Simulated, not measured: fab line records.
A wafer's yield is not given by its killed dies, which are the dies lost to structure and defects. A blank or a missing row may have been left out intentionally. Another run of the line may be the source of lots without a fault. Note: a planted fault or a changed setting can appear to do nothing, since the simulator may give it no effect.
Chamber matching | flow nand harc | NHARC_A_CHANNEL_FILL_D1_ALD_16 on ald hk-02: 4 sister chambers
The step deposits SiO2, target thk 1.5 nm, pulse time 10 s, ald cycles 15. 20 wafers are shown with their chamber, then 10 later ones without.

## WAFERS WITH THEIR CHAMBER
wafer  | chamber | heater power w (W) | precursor pulse height rel
L076.1 | 1       | 451                | 0.966
L076.4 | 0       | 562                | 0.968
L076.6 | 0       | 555                | 1.013
L077.1 | 1       | 462                | 1.021
L077.2 | 2       | 517                | 1.000
L077.6 | 3       | 391                | 1.010
L078.1 | 0       | 556                | 0.968
L078.2 | 2       | 518                | 1.021
L078.3 | 3       | 392                | 0.993
L079.2 | 3       | 380                | 1.001
L079.4 | 1       | 455                | 0.962
L079.6 | 3       | 395                | 1.014
L081.1 | 0       | 555                | 1.015
L081.2 | 2       | 490                | 1.041
L081.6 | 2       | 511                | 1.016
L083.1 | 1       | 464                | 1.016
L083.3 | 3       | 395                | 0.973
L083.5 | 1       | 466                | 1.000
L092.1 | 1       | 443                | 1.016
L092.4 | 0       | 533                | 0.995

SIGNATURES, as means of the wafers listed above
reading                    | chamber 0 | chamber 1 | chamber 2 | chamber 3 | scatter within a chamber
heater power w             | 552.20    | 456.83    | 509.00    | 390.60    | 9.84
precursor pulse height rel | 0.99180   | 0.99683   | 1.01950   | 0.99820   | 0.0217
Rule: for a wafer and a chamber, the distance is found by dividing, reading by reading, the gap between the wafer's reading and the chamber's mean by the reading's scatter, squaring, summing and taking the root. The wafer belongs to the nearest chamber; if the next one is less than 2 further off, it can't be placed. How the scatter is found: for the shown wafers, subtract from each reading the mean of its chamber, square and add these, divide the total by (wafers less chambers), then take the root.

## WAFERS MISSING THEIR CHAMBER
wafer  | heater power w (W) | precursor pulse height rel
L092.5 | 469                | 1.031
L094.1 | 408                | 0.981
L094.2 | 458                | 0.984
L094.5 | 521                | 1.005
L094.3 | 481                | 1.004
L094.4 | 527                | 0.985
L094.6 | 410                | 0.959
L097.1 | 491                | 0.984
L097.4 | 414                | 0.961
L097.5 | 410                | 0.986

## WHICH CHAMBER EACH ONE RAN IN
wafer  | from the rows above     | in truth
L092.5 | 1                       | 1
L094.1 | 3                       | 3
L094.2 | 1                       | 1
L094.5 | can't be placed: 2 or 0 | 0
L094.3 | can't be placed: 1 or 2 | 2
L094.4 | can't be placed: 2 or 0 | 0
L094.6 | 3                       | 3
L097.1 | can't be placed: 2 or 1 | 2
L097.4 | can't be placed: 3 or 1 | 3
L097.5 | 3                       | 3
Correctly placed: 5 of 10. These rows do not allow placing 5 (true chamber among the candidates in 5). 0 placed wrongly.
